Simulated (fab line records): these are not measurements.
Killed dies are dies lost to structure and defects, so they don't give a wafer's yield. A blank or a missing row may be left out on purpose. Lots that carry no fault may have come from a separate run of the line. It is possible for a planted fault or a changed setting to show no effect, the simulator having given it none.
fab line records	flow nand_harc
[record] lots = 24	wafers = 72	last_day = 35
route steps=1302 shown P_GATE@216 P_M0@272 P_M1@300
lots with no fault: from the same line, run without faults
start_h: the number of hours between the record's first day and the start of the first shown wafer of the lot	wait_h: hours since the lot's step before	" unchanged from the row above	L1.1+2: one row covering several wafers at once	- no value present, or no start provided	* or withheld: withheld	< > ~ a bound
route shown NAME@n: a module of which the file shows steps, and the number in the route of the first	usual: average and standard deviation across the fault-free wafers	same: alike in all rows	chamber/n: place in a boat	sites: per-site readings	_std_site: the values' standard deviation	_edge_site: the outer-site mean with the inner-site mean subtracted	radius_mm: for every site, how far away it sits from the centre of the wafer	mask NAME#n: copy n	behind: the tool/chamber that last shaped the wafer	hold: why the lot went on hold/how many hours it stayed there/how the hold came to an end	device: transistor that didn't switch, given as n, p or np	end of line: the same wafers' tests at the end of the route	a step given without rows: its recipe and nothing more	killed: the dies lost at the first sort to structure and to defects; this is not the yield of the wafer	map: dies across one wafer; x = killed, . = not, _ = none there
set.NAME: the setting as run; set.NAME@STEP: as run at that earlier step	model.NAME: the simulator's own value behind a step, which no gauge read
a sample of lots followed through the steps of the route, with each step as a table and each wafer as a row
services: a tool's chamber out of use, with start hour (start_h, from the record's first day; less than 0 if before it), hours out, and reason
[[steps]]
[step NHARC_P_GATE_INSPECT_68]
[usual] raw_defect_count = 205/85
lot.wafer	tool	chamber	start_h	wait_h	raw_defect_count
L074.2	defect_inspect-01	-	112.91	0.1	280
L074.3	"	-	"	"	219
L074.5	"	-	"	"	269
L075.1	defect_inspect-02	-	125.87	0.2	208
L075.3	"	-	"	"	130
L075.4	"	-	"	"	206
L076.2	defect_inspect-02	-	130.97	0.1	292
L076.4	"	-	"	"	222
L076.5	"	-	"	"	374
L077.1	defect_inspect-01	-	140.97	0.2	188
L077.5	"	-	"	"	91
L077.6	"	-	"	"	187
L082.2	defect_inspect-01	-	215.23	0.1	285
L082.3	"	-	"	"	193
L082.6	"	-	"	"	425
L081.1	defect_inspect-01	-	216.04	0.2	608
L081.3	"	-	"	"	251
L081.6	"	-	"	"	426
L078.1	defect_inspect-02	-	216.57	0.2	133
L078.3	"	-	"	"	189
L078.5	"	-	"	"	141
L083.1	defect_inspect-01	-	222.09	0.2	181
L083.2	"	-	"	"	316
L083.4	"	-	"	"	249
L080.2	defect_inspect-02	-	223.33	0.1	217
L080.4	"	-	"	"	122
L080.5	"	-	"	"	176
L084.3	defect_inspect-01	-	223.45	0.1	117
L084.4	"	-	"	"	108
L084.5	"	-	"	"	112
L079.1	defect_inspect-01	-	228.87	0.2	211
L079.3	"	-	"	"	205
L079.5	"	-	"	"	304
L085.3	defect_inspect-02	-	231.54	0.1	129
L085.4	"	-	"	"	168
L085.6	"	-	"	"	123
L086.1	defect_inspect-02	-	235.04	0.2	110
L086.3	"	-	"	"	158
L086.4	"	-	"	"	133
L087.1	defect_inspect-02	-	257.10	0.2	201
L087.2	"	-	"	"	174
L087.5	"	-	"	"	191
L088.3	defect_inspect-02	-	258.65	0.1	118
L088.4	"	-	"	"	151
L088.5	"	-	"	"	114
L089.4	defect_inspect-01	-	261.67	0.1	111
L089.5	"	-	"	"	116
L089.6	"	-	"	"	134
L090.1	defect_inspect-01	-	274.29	0.2	194
L090.3	"	-	"	"	349
L090.5	"	-	"	"	210
L091.1	defect_inspect-02	-	281.07	0.2	250
L091.5	"	-	"	"	208
L091.6	"	-	"	"	184
L092.1	defect_inspect-01	-	299.50	0.2	185
L092.5	"	-	"	"	126
L092.6	"	-	"	"	204
L093.1	defect_inspect-02	-	301.52	0.2	180
L093.2	"	-	"	"	157
L093.5	"	-	"	"	192
L094.1	defect_inspect-02	-	312.72	0.2	169
L094.2	"	-	"	"	166
L094.3	"	-	"	"	136
L095.1	defect_inspect-02	-	332.66	0.2	286
L095.3	"	-	"	"	202
L095.5	"	-	"	"	216
L096.3	defect_inspect-02	-	338.94	0.1	242
L096.5	"	-	"	"	207
L096.6	"	-	"	"	191
L097.2	defect_inspect-02	-	344.02	0.1	307
L097.3	"	-	"	"	138
L097.6	"	-	"	"	233
[step NHARC_P_M0_DEGAS_28]
[recipe] temp_c = 250	time_s = 60
[usual] heater_power_w = 345/26
lot.wafer	tool	chamber	start_h	wait_h	heater_power_w
L074.2	pvd_sputter-02	-	119.67	-	306
L074.3	"	-	"	"	334
L074.5	"	-	"	"	336
L075.3	pvd_sputter-02	-	132.87	-	321
L075.1	"	-	"	"	326
L075.4	"	-	"	"	340
L076.4	pvd_sputter-03	-	137.77	-	364
L076.2	"	-	"	"	345
L076.5	"	-	"	"	353
L077.1	pvd_sputter-02	-	148.58	-	318
L077.5	"	-	"	"	336
L077.6	"	-	"	"	323
L082.3	pvd_sputter-01	-	222.16	-	369
L082.2	"	-	"	"	374
L082.6	"	-	"	"	358
L081.1	pvd_sputter-02	-	223.10	-	324
L081.3	"	-	"	"	327
L081.6	"	-	"	"	332
L078.1	pvd_sputter-01	-	223.47	-	322
L078.3	"	-	"	"	375
L078.5	"	-	"	"	324
L083.4	pvd_sputter-03	-	229.09	-	326
L083.1	"	-	"	"	334
L083.2	"	-	"	"	364
L084.4	pvd_sputter-02	-	230.62	-	333
L084.3	"	-	"	"	316
L084.5	"	-	"	"	333
L080.4	pvd_sputter-03	-	230.67	-	329
L080.2	"	-	"	"	335
L080.5	"	-	"	"	401
L079.1	pvd_sputter-02	-	236.05	-	324
L079.3	"	-	"	"	327
L079.5	"	-	"	"	328
L085.4	pvd_sputter-01	-	238.48	-	367
L085.3	"	-	"	"	373
L085.6	"	-	"	"	379
L086.1	pvd_sputter-01	-	241.84	-	374
L086.3	"	-	"	"	301
L086.4	"	-	"	"	360
L087.2	pvd_sputter-02	-	263.97	-	343
L087.1	"	-	"	"	332
L087.5	"	-	"	"	324
L088.4	pvd_sputter-03	-	265.35	-	346
L088.3	"	-	"	"	368
L088.5	"	-	"	"	321
L089.4	pvd_sputter-02	-	268.60	-	319
L089.5	"	-	"	"	328
L089.6	"	-	"	"	329
L090.3	pvd_sputter-01	-	281.04	-	387
L090.1	"	-	"	"	367
L090.5	"	-	"	"	304
L091.1	pvd_sputter-03	-	287.90	-	322
L091.6	"	-	"	"	396
L091.5	"	-	"	"	360
L092.1	pvd_sputter-03	-	306.16	-	348
L092.6	"	-	"	"	365
L092.5	"	-	"	"	320
L093.1	pvd_sputter-01	-	308.48	-	389
L093.2	"	-	"	"	297
L093.5	"	-	"	"	362
L094.2	pvd_sputter-03	-	319.55	-	317
L094.3	"	-	"	"	342
L094.1	"	-	"	"	396
L095.3	pvd_sputter-03	-	339.71	-	322
L095.1	"	-	"	"	402
L095.5	"	-	"	"	321
L096.3	pvd_sputter-01	-	345.98	-	376
L096.6	"	-	"	"	383
L096.5	"	-	"	"	373
L097.3	pvd_sputter-02	-	350.89	-	313
L097.2	"	-	"	"	348
L097.6	"	-	"	"	315
[step NHARC_P_M0_PRE_CLEAN_31]
[recipe] time_s = 12	temp_c = 370	rf_power_w = 300	gas = NH3
[usual] heater_power_w = 650/51
lot.wafer	tool	chamber	start_h	wait_h	heater_power_w
L074.3	pecvd-03	1	121.31	0.1	710
L074.2	"	2	"	"	744
L074.5	"	2	"	"	722
L075.3	pecvd-02	2	134.50	0.1	617
L075.1	"	0	"	"	668
L075.4	"	0	"	"	666
L076.2	pecvd-02	0	139.66	0.4	620
L076.4	"	1	"	"	609
L076.5	"	2	"	"	590
L077.1	pecvd-03	0	150.30	0.1	658
L077.6	"	2	"	"	628
L077.5	"	1	"	"	731
L082.3	pecvd-04	1	223.89	0.1	635
L082.2	"	0	"	"	638
L082.6	"	0	"	"	647
L081.1	pecvd-02	1	224.72	0.1	627
L081.3	"	2	"	"	631
L081.6	"	2	"	"	610
L078.1	pecvd-02	1	225.11	0.1	692
L078.3	"	2	"	"	595
L078.5	"	1	"	"	689
L083.1	pecvd-03	0	230.73	0.1	697
L083.2	"	1	"	"	616
L083.4	"	1	"	"	647
L084.3	pecvd-04	1	232.44	0.1	650
L084.4	"	1	"	"	654
L084.5	"	2	"	"	712
L080.2	pecvd-03	2	232.57	0.2	740
L080.5	"	1	"	"	633
L080.4	"	2	"	"	695
L079.3	pecvd-04	2	237.80	0.2	684
L079.1	"	0	"	"	628
L079.5	"	0	"	"	646
L085.3	pecvd-04	2	240.26	0.2	761
L085.4	"	1	"	"	614
L085.6	"	0	"	"	653
L086.1	pecvd-02	0	243.46	0.1	637
L086.3	"	2	"	"	574
L086.4	"	0	"	"	628
L087.2	pecvd-02	0	265.57	0.1	672
L087.1	"	2	"	"	613
L087.5	"	0	"	"	662
L088.3	pecvd-02	2	266.99	0.1	537
L088.5	"	0	"	"	622
L088.4	"	1	"	"	659
L089.4	pecvd-02	1	270.33	0.2	649
L089.6	"	2	"	"	623
L089.5	"	0	"	"	642
L090.3	pecvd-02	0	282.65	0.1	656
L090.1	"	1	"	"	656
L090.5	"	1	"	"	663
L091.1	pecvd-03	0	289.54	0.1	614
L091.5	"	0	"	"	634
L091.6	"	2	"	"	672
L092.1	pecvd-03	2	307.79	0.1	693
L092.6	"	1	"	"	664
L092.5	"	2	"	"	683
L093.1	pecvd-03	1	310.09	0.1	599
L093.2	"	2	"	"	724
L093.5	"	2	"	"	721
L094.2	pecvd-02	2	321.16	0.1	588
L094.3	"	0	"	"	609
L094.1	"	1	"	"	642
L095.3	pecvd-04	1	341.71	0.1	594
L095.1	"	0	"	"	673
L095.5	"	1	"	"	598
L096.3	pecvd-04	1	347.62	0.1	604
L096.6	"	1	"	"	616
L096.5	"	0	"	"	610
L097.3	pecvd-04	1	352.52	0.1	530
L097.2	"	2	"	"	771
L097.6	"	2	"	"	789
[step NHARC_P_M1_ETCH_15]
[recipe] target_depth_a = 1825	time_s = 91.2	c4f8_flow_sccm = withheld	ar_flow_sccm = 400	rf_w = 600	bias_w = 300	chemistry = C4F8/Ar
[usual] oes_product_au = 0.957/0.02	rf_vpp_V = 440.4/2.3
lot.wafer	tool	chamber	start_h	wait_h	oes_product_au	rf_hours_counter_h	rf_vpp_V
L074.2	rie_diel-03	2	-	-	0.987	0	443.8
L074.3	"	3	"	"	0.965	0	441.0
L074.5	"	3	"	"	0.964	-	441.0
L075.3	rie_diel-03	0	-	-	0.965	0	438.1
L075.1	"	1	"	"	0.954	1	439.4
L075.4	"	2	"	"	0.983	1	445.6
L076.2	rie_diel-12	2	-	-	0.972	5	442.1
L076.4	"	3	"	"	0.962	6	437.9
L076.5	"	1	"	"	0.979	-	439.2
L077.1	rie_diel-03	0	-	-	0.957	2	438.9
L077.5	"	1	"	"	0.945	-	441.4
L077.6	"	3	"	"	0.962	-	442.8
L082.3	rie_diel-03	2	-	-	0.926	8	446.0
L082.2	"	3	"	"	0.925	8	441.2
L082.6	"	2	"	"	0.925	-	444.0
L081.3	rie_diel-06	0	-	-	0.986	25	439.3
L081.1	"	3	"	"	0.961	26	439.4
L081.6	"	0	"	"	0.966	-	438.9
L078.3	rie_diel-06	1	-	-	0.965	26	442.8
L078.1	"	2	"	"	0.964	29	438.6
L078.5	"	0	"	"	0.991	-	439.0
L083.2	rie_diel-12	1	-	-	0.961	12	438.5
L083.4	"	3	"	"	0.967	13	436.9
L083.1	"	0	"	"	0.953	9	438.8
L084.4	rie_diel-03	3	-	-	0.956	8	441.0
L084.3	"	0	"	"	0.958	7	439.1
L084.5	"	3	"	"	0.958	-	439.2
L080.2	rie_diel-12	0	-	-	0.923	9	438.8
L080.4	"	2	"	"	0.913	13	441.2
L080.5	"	3	"	"	0.958	-	438.2
L079.1	rie_diel-12	0	-	-	0.947	9	440.2
L079.3	"	3	"	"	0.969	13	436.1
L079.5	"	1	"	"	0.971	-	440.2
L085.4	rie_diel-12	3	-	-	0.965	13	436.3
L085.3	"	1	"	"	0.965	12	440.9
L085.6	"	3	"	"	0.972	-	437.1
L086.1	rie_diel-12	3	-	-	0.980	14	436.6
L086.4	"	0	"	"	0.960	10	438.8
L086.3	"	1	"	"	0.974	13	439.8
L087.1	rie_diel-12	3	-	-	0.926	15	436.8
L087.2	"	0	"	"	0.913	11	439.7
L087.5	"	3	"	"	0.918	-	438.2
L088.3	rie_diel-12	0	-	-	0.922	11	439.6
L088.4	"	2	"	"	0.919	15	442.7
L088.5	"	0	"	"	0.914	-	439.5
L089.4	rie_diel-03	3	-	-	0.921	11	441.2
L089.6	"	2	"	"	0.934	-	444.1
L089.5	"	3	"	"	0.923	-	440.1
L090.1	rie_diel-12	2	-	-	0.951	1	443.1
L090.3	"	3	"	"	0.948	1	437.8
L090.5	"	2	"	"	0.958	-	443.9
L091.1	rie_diel-03	2	-	-	0.978	0	444.9
L091.6	"	1	"	"	0.958	-	440.5
L091.5	"	2	"	"	0.966	-	444.0
L092.1	rie_diel-03	3	-	-	0.973	2	440.8
L092.6	"	3	"	"	0.964	-	438.6
L092.5	"	0	"	"	0.953	-	439.9
L093.2	rie_diel-03	0	-	-	0.968	1	439.7
L093.1	"	1	"	"	0.964	1	441.3
L093.5	"	0	"	"	0.969	-	439.8
L094.3	rie_diel-12	3	-	-	0.965	6	437.2
L094.2	"	0	"	"	0.970	6	439.3
L094.1	"	1	"	"	0.962	2	441.1
L095.3	rie_diel-12	1	-	-	0.982	5	439.7
L095.1	"	2	"	"	0.968	9	444.1
L095.5	"	1	"	"	0.975	-	440.6
L096.3	rie_diel-03	0	-	-	0.967	4	438.5
L096.5	"	2	"	"	0.961	-	443.9
L096.6	"	3	"	"	0.994	-	441.0
L097.2	rie_diel-12	1	-	-	0.951	6	439.7
L097.3	"	3	"	"	0.952	9	436.7
L097.6	"	1	"	"	0.960	-	439.3
[step NHARC_P_M1_CD_MEAS_16]
[usual] cd_nm = 130.2/0.98
lot.wafer	tool	chamber	start_h	wait_h	cd_nm
L074.2	cd_sem-01	-	123.12	-	130.3
L074.3	"	-	"	"	129.8
L074.5	"	-	"	"	130.5
L075.1	cd_sem-03	-	136.30	-	129.0
L075.3	"	-	"	"	129.1
L075.4	"	-	"	"	129.5
L076.2	cd_sem-03	-	141.36	-	129.0
L076.4	"	-	"	"	130.3
L076.5	"	-	"	"	130.4
L077.1	cd_sem-01	-	152.20	-	130.1
L077.5	"	-	"	"	131.0
L077.6	"	-	"	"	130.2
L082.2	cd_sem-01	-	225.57	-	128.1
L082.3	"	-	"	"	128.6
L082.6	"	-	"	"	131.2
L081.1	cd_sem-03	-	226.39	-	129.4
L081.3	"	-	"	"	130.3
L081.6	"	-	"	"	129.6
L078.1	cd_sem-02	-	226.91	-	131.6
L078.3	"	-	"	"	130.4
L078.5	"	-	"	"	130.1
L083.1	cd_sem-03	-	232.54	-	130.4
L083.2	"	-	"	"	130.9
L083.4	"	-	"	"	129.7
L084.3	cd_sem-02	-	234.38	-	131.6
L084.4	"	-	"	"	129.5
L084.5	"	-	"	"	131.6
L080.2	cd_sem-03	-	234.53	-	131.5
L080.4	"	-	"	"	128.3
L080.5	"	-	"	"	131.2
L079.1	cd_sem-01	-	239.47	-	129.7
L079.3	"	-	"	"	130.5
L079.5	"	-	"	"	128.3
L085.3	cd_sem-02	-	241.95	-	131.4
L085.4	"	-	"	"	132.0
L085.6	"	-	"	"	132.9
L086.1	cd_sem-02	-	245.29	-	130.8
L086.3	"	-	"	"	130.9
L086.4	"	-	"	"	130.3
L087.1	cd_sem-02	-	267.26	-	128.9
L087.2	"	-	"	"	129.9
L087.5	"	-	"	"	129.5
L088.3	cd_sem-01	-	268.83	-	130.2
L088.4	"	-	"	"	129.6
L088.5	"	-	"	"	131.0
L089.4	cd_sem-01	-	272.11	-	129.6
L089.5	"	-	"	"	128.5
L089.6	"	-	"	"	130.5
L090.1	cd_sem-02	-	284.51	-	132.7
L090.3	"	-	"	"	131.5
L090.5	"	-	"	"	129.6
L091.1	cd_sem-01	-	291.35	-	131.5
L091.5	"	-	"	"	129.5
L091.6	"	-	"	"	130.9
L092.1	cd_sem-02	-	309.58	-	129.6
L092.5	"	-	"	"	129.8
L092.6	"	-	"	"	129.9
L093.1	cd_sem-01	-	311.78	-	130.6
L093.2	"	-	"	"	129.4
L093.5	"	-	"	"	129.6
L094.1	cd_sem-03	-	322.85	-	130.4
L094.2	"	-	"	"	129.2
L094.3	"	-	"	"	130.1
L095.1	cd_sem-01	-	343.52	-	130.3
L095.3	"	-	"	"	131.0
L095.5	"	-	"	"	131.6
L096.3	cd_sem-03	-	349.44	-	131.0
L096.5	"	-	"	"	129.8
L096.6	"	-	"	"	129.9
L097.2	cd_sem-03	-	354.19	-	130.8
L097.3	"	-	"	"	130.3
L097.6	"	-	"	"	131.1
[step NHARC_P_M1_PVD_21]
[recipe] target_thk_a = 300	chamber_pressure_pa = 5	power_w = 5000	substrate_temp_c = 30	time_s = 20.49	material = Cu
[usual] throttle_valve_pct = 29.9/1.2
lot.wafer	tool	chamber	start_h	wait_h	throttle_valve_pct
L074.2	pvd_sputter-03	-	-	-	30.8
L074.3	"	-	"	"	29.9
L074.5	"	-	"	"	30.6
L075.4	pvd_sputter-02	-	-	-	30.6
L075.3	"	-	"	"	30.0
L075.1	"	-	"	"	29.2
L076.2	pvd_sputter-03	-	-	-	27.6
L076.4	"	-	"	"	30.9
L076.5	"	-	"	"	30.6
L077.1	pvd_sputter-03	-	-	-	30.5
L077.6	"	-	"	"	31.1
L077.5	"	-	"	"	30.7
L082.3	pvd_sputter-03	-	-	-	29.7
L082.2	"	-	"	"	31.6
L082.6	"	-	"	"	29.8
L081.3	pvd_sputter-02	-	-	-	30.0
L081.1	"	-	"	"	29.8
L081.6	"	-	"	"	29.5
L078.3	pvd_sputter-03	-	-	-	31.7
L078.1	"	-	"	"	28.8
L078.5	"	-	"	"	31.6
L083.4	pvd_sputter-02	-	-	-	29.2
L083.1	"	-	"	"	30.4
L083.2	"	-	"	"	30.3
L084.3	pvd_sputter-03	-	-	-	31.9
L084.4	"	-	"	"	30.0
L084.5	"	-	"	"	31.5
L080.4	pvd_sputter-03	-	-	-	31.5
L080.2	"	-	"	"	28.8
L080.5	"	-	"	"	31.9
L079.3	pvd_sputter-03	-	-	-	30.3
L079.1	"	-	"	"	31.7
L079.5	"	-	"	"	28.8
L085.4	pvd_sputter-02	-	-	-	30.6
L085.3	"	-	"	"	30.3
L085.6	"	-	"	"	30.1
L086.3	pvd_sputter-03	-	-	-	30.1
L086.1	"	-	"	"	31.5
L086.4	"	-	"	"	30.5
L087.1	pvd_sputter-03	-	-	-	30.0
L087.2	"	-	"	"	31.5
L087.5	"	-	"	"	30.4
L088.3	pvd_sputter-01	-	-	-	27.4
L088.4	"	-	"	"	30.7
L088.5	"	-	"	"	30.5
L089.4	pvd_sputter-03	-	-	-	31.7
L089.5	"	-	"	"	28.9
L089.6	"	-	"	"	29.8
L090.1	pvd_sputter-01	-	-	-	30.9
L090.3	"	-	"	"	30.7
L090.5	"	-	"	"	29.5
L091.1	pvd_sputter-03	-	-	-	28.8
L091.6	"	-	"	"	31.6
L091.5	"	-	"	"	30.0
L092.1	pvd_sputter-01	-	-	-	30.5
L092.6	"	-	"	"	30.8
L092.5	"	-	"	"	29.7
L093.2	pvd_sputter-01	-	-	-	27.3
L093.1	"	-	"	"	30.7
L093.5	"	-	"	"	30.3
L094.2	pvd_sputter-02	-	-	-	30.4
L094.3	"	-	"	"	30.8
L094.1	"	-	"	"	29.5
L095.3	pvd_sputter-03	-	-	-	31.6
L095.1	"	-	"	"	30.1
L095.5	"	-	"	"	29.5
L096.3	pvd_sputter-01	-	-	-	30.9
L096.5	"	-	"	"	27.3
L096.6	"	-	"	"	30.8
L097.3	pvd_sputter-01	-	-	-	27.4
L097.2	"	-	"	"	29.6
L097.6	"	-	"	"	30.6
[[services]]
tool	chamber	start_h	hours	kind
pvd_sputter-02	-	104.02	10.0	pm
rie_diel-03	-	104.30	9.0	pm
pvd_sputter-01	-	108.80	9.2	repair
rie_diel-12	0	118.72	4.5	repair
pvd_sputter-03	-	124.56	1.7	repair
rie_diel-12	0	124.99	9.8	repair
pvd_sputter-01	-	134.35	22.0	repair
rie_diel-03	2	151.05	5.6	repair
pecvd-02	-	151.43	2.5	repair
pvd_sputter-01	-	160.34	2.3	repair
pvd_sputter-03	-	170.03	10.0	pm
pvd_sputter-02	-	181.72	0.8	repair
pecvd-03	-	185.00	13.0	pm
rie_diel-12	0	187.32	14.6	repair
pvd_sputter-03	-	189.44	9.0	repair
pvd_sputter-01	-	226.00	10.0	pm
pecvd-02	-	227.48	13.0	pm
rie_diel-12	-	252.69	0.6	repair
rie_diel-12	-	268.80	9.0	pm
rie_diel-03	1	276.01	9.4	repair
rie_diel-03	-	281.30	9.0	pm
pvd_sputter-02	-	282.02	10.0	pm
rie_diel-12	1	283.26	15.4	repair
pvd_sputter-03	-	348.03	10.0	pm
[[key]]
fault none
